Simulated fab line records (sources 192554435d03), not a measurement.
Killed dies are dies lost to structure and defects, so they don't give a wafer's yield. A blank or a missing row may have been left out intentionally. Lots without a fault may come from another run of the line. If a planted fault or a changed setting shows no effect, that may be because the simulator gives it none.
A lot that was struck, set against a sound lot + flow n5-finfet + 15 steps out of a route of 1938
Sound: these wafers, L443.2, L443.3, L443.5. Wafers struck: L447.4, L447.5, L447.6. The cause comes at the end.
Per side, at each step with rows, come the tool, then ch with its chambers, and then its first start. Under that, the readings that differ: sound wafers + struck wafers + difference of the means + sigmas: that difference in standard deviations of wafers without a fault.
alike: a reading whose means differ by less than 2 such deviations, as well as words and numbers matching on both sides. not compared: withheld readings; readings where some wafer has no value; bounds like >300 that might hide an equal value; numbers whose values overlap and for which the record gives no deviation.
Wherever a step has rows on one side only, a row that says differs or no value, or a row with sigmas, the two part there. Numbers that don't overlap but have no deviation are shown without sigmas and don't part them. Lack of a reading on every wafer of one side parts them only where that side has two or more wafers.

N5_FIN_SAQP_HM_OPEN_33: chemistry CH3F/O2, target SiNx, target depth 49.4 nm, time 70.6 s.
  sound on rie-diel-03 ch 1,2, day 2 20:02; struck on rie-diel-04 ch 2,3, day 3 19:49
  alike: bias-w, drypump-motor-current-A, etch-rf-on-time-s, oes_o_777_au, oes-product-au, rf-vpp-V, showerhead-plenum-p-Torr, throttle-valve-pct
  not compared: rf-hours-counter-h
N5_FIN_SAQP_ETCH_34: etches SiO2 in C4F6/O2, target depth 45 nm, time 15 s.
  sound on rie-diel-03 ch 1,2, day 2 20:06; struck on rie-diel-04 ch 2,3, day 3 19:52
  alike: bias-w, drypump-motor-current-A, etch-rf-on-time-s, oes_o_777_au, oes-product-au, rf-vpp-V, showerhead-plenum-p-Torr, throttle-valve-pct
  not compared: rf-hours-counter-h
N5_FIN_SAQP_STRIP_77: strips in N2/H2, time 90 s.
  sound on rie-diel-03 ch 1,2, day 2 20:07; struck on rie-diel-04 ch 2,3, day 3 19:54
  alike: drypump-motor-current-A, oes-product-au, rf-vpp-V, showerhead-plenum-p-Torr, throttle-valve-pct
  not compared: rf-hours-counter-h
N5_FIN_SAQP_HM_CD_35 targets a cd of 8 nm.
  sound: cd-sem-03 at day 2 20:15; struck: cd-sem-01 at day 3 20:02
  alike: cd-nm
N5_FIN_SAQP_ETCH_64: etches SiO2 in CF4, target depth 1.5 nm.
  sound on rie-si-01 ch 0,3, day 2 20:17; struck on rie-si-01 ch 0,1,3, day 3 20:04
  alike: bias-w, drypump-motor-current-A, he-backside-leak-sccm, oes-product-au, throttle-valve-pct
  not compared: rf-hours-counter-h
N5_FIN_SAQP_FIN_ETCH_36: etches the open film in HBr/Cl2/O2, target depth 120 nm, time 50.4 s.
  sound on rie-si-01 ch 0,3, day 2 20:19; struck on rie-si-01 ch 0,1,3, day 3 20:05
  alike: bias-w, drypump-motor-current-A, he-backside-leak-sccm, oes_o_777_au, oes-product-au, throttle-valve-pct
  not compared: rf-hours-counter-h
N5_FIN_SAQP_CD_MEAS_37 targets a cd of 8 nm.
  sound: cd-sem-03 at day 2 20:26; struck: cd-sem-02 at day 3 20:13
  alike: cd-nm
then, 3 steps without rows for these wafers: N5_FIN_SAQP_PRECLEAN_38 (cleans in O3/DIW, time 45 s); N5_FIN_SAQP_PRECLEAN_45 (cleans in dHF, time 10 s); N5_FIN_SAQP_SRD_39 (time 30 s).
N5_FIN_SAQP_OCD_MEAS_76:
  sound: ocd-01 at day 2 20:32; struck: ocd-01 at day 3 20:19
  alike: trench-depth-nm
N5_FIN_SAQP_INSPECT_40: inspects for defects (brightfield).
  sound: defect-inspect-02 at day 2 20:34; struck: defect-inspect-01 at day 3 20:20
  alike: raw-defect-count
N5_FIN_CUT_COAT_18: time 60 s, resist thk 230 nm.
  sound on litho-track-04 ch 0, day 2 20:36; struck on litho-track-04 ch 0, day 3 20:22
| reading                  | sound                | struck               | difference | sigmas      |
|--------------------------|----------------------|----------------------|------------|-------------|
| heater-power-total-W (W) | 500.4 498.0 503.0    | 821.2 822.3 822.3    | +321.5     | +99 or more |
| plate-temp-C (C)         | 249.70 250.17 249.92 | 263.59 263.53 263.41 | +13.58     | +71         |
  alike: dispense-pressure-kPa
then, 1 step without rows for these wafers: N5_FIN_CUT_COAT_19 (time 60 s, resist thk 20 nm).
-- here the record skips 6 days between the struck wafers' starts before and after, leaving off in module FIN_CUT and picking up in module BEOL_M4 (first step shown: number 1111 of the route) --
N5_BEOL_M4_RC_MEAS_101:
  sound on prober-02 ch 0, day 8 07:23; struck on prober-02 ch 0, day 9 19:56
  alike: DIBL_N, DIBL_P, IOFF_N, IOFF_P, ION_N, ION_P, SS_N, SS_P, VT_N, VT_P

## WHERE THEY PART
Only at N5_FIN_CUT_COAT_18, as far as this record shows. Later steps at which nothing parts them and some readings are alike: N5_BEOL_M4_RC_MEAS_101.

WHY: the cause the simulator had injected
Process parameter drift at N5_FIN_CUT_COAT_18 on litho-track-04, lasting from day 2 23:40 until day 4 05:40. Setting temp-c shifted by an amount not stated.
